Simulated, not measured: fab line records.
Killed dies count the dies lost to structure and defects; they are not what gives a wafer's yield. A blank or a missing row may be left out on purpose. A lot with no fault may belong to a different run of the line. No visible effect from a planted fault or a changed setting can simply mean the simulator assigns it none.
Comparing a struck lot with a sound one | flow nand harc | 14 out of 1159 route steps
Sound: these wafers, L637.2, L637.5, L637.6. Wafers struck: L624.1, L624.4, L624.6. The cause is named last.
At each step with rows: each side's tool, then ch and its chambers, then its first start. Under that, the readings that differ: sound wafers | struck wafers | difference of the means | sigmas: that difference in standard deviations of wafers without a fault.
alike: words and numbers the same on both sides, and readings whose means are apart by under 2 such deviations; not compared: readings that were withheld, readings missing a value for some wafer, numbers with overlapping values and no deviation given by the record, and bounds like >300 which may hide the same value.
Wherever a step has rows on one side only, a row that says differs or no value, or a row with sigmas, the two part there. When numbers do not overlap yet have no deviation, they are printed without sigmas and do not part them. A reading that every wafer of one side lacks parts them only if that side has two wafers or more.

first, 2 steps without rows for these wafers: NHARC_A_BLC_DESCUM_15 (chemistry O2, time 3 s); NHARC_A_BLC_ETCH_16 (etches the open film in CF4, target depth 39 nm, time 65 s).
NHARC_A_BLC_ETCH_17: etches the open film in N2/H2, target depth 390 nm, time 609.38 s.
  sound: rie diel-02 ch 1,2,3; struck: rie diel-02 ch 2,3
  alike: drypump motor current A, oes product au, rf fwd power W, rf vpp V, showerhead plenum p Torr, throttle valve pct
  not compared: rf hours counter h
NHARC_A_BLC_ETCH_18: etches the open film in C4F8/O2/Ar, target depth 910 nm.
  sound: rie diel-02 ch 0,3; struck: rie diel-02 ch 0,2,3
  reading               | sound             | struck            | difference | sigmas
  oes product au (a.u.) | 0.928 0.915 0.931 | 0.985 0.995 0.956 | +0.054     | +2
  alike: rf fwd power W, rf vpp V
  not compared: rf hours counter h
NHARC_A_BLC_CD_MEAS_19:
  sound on cd sem-02, day 20 19:09; struck on cd sem-02, day 17 19:38
  alike: cd nm
NHARC_A_BLC_STRIP_29: strips in CF4.
  sound on rie diel-02 ch 0,1,3, day 20 19:16; struck on rie diel-12 ch 0,1,2, day 17 19:43
  alike: drypump motor current A, oes product au, rf vpp V, showerhead plenum p Torr, throttle valve pct
  not compared: rf hours counter h
then, 2 steps without rows for these wafers: NHARC_A_BLC_STRIP_21 (strips in O2); NHARC_A_BLC_STRIP_22 (strips in post etch residue remover, time 600 s).
NHARC_A_BLC_DEGAS_30: time 60 s.
  sound on pvd sputter-03, day 20 19:45; struck on pvd sputter-03, day 17 20:14
  alike: heater power w
then, 2 steps without rows for these wafers: NHARC_A_BLC_PRE_CLEAN_31 (time 15 s); NHARC_A_BLC_PVD_32 (deposits Ti, target thk 5 nm, time 17.7 s).
NHARC_A_BLC_ALD_23: deposits TiN, target thk 3 nm, pulse time 1 s, ald cycles 150.
  sound on ald metal-02 ch 0,1, day 20 20:02; struck on ald metal-01 ch 0,3, day 17 20:30
  alike: heater power w, precursor pulse height rel
NHARC_A_BLC_CVD_24: deposits W, target thk 150 nm, time 434 s.
  sound on cvd w-02 ch 0, day 20 20:49; struck on cvd w-02 ch 0,1, day 17 21:26
  alike: heater power w, throttle valve pct
NHARC_A_BLC_CMP_25: polishes, t overpolish 30 s, target thk 150 nm.
  sound on cmp-01 ch 1,2, day 20 21:40; struck on cmp-01 ch 1,2, day 17 21:59
  reading                | sound          | struck         | difference | sigmas
  time to endpoint s (s) | 35.1 31.3 36.6 | 58.4 57.1 53.0 | +21.8      | +9
  alike: motor current A, overpolish run s

## WHERE THEY PART
Earliest at NHARC_A_BLC_ETCH_18; latest, in this record, at NHARC_A_BLC_CMP_25.

WHY: the cause the simulator had injected
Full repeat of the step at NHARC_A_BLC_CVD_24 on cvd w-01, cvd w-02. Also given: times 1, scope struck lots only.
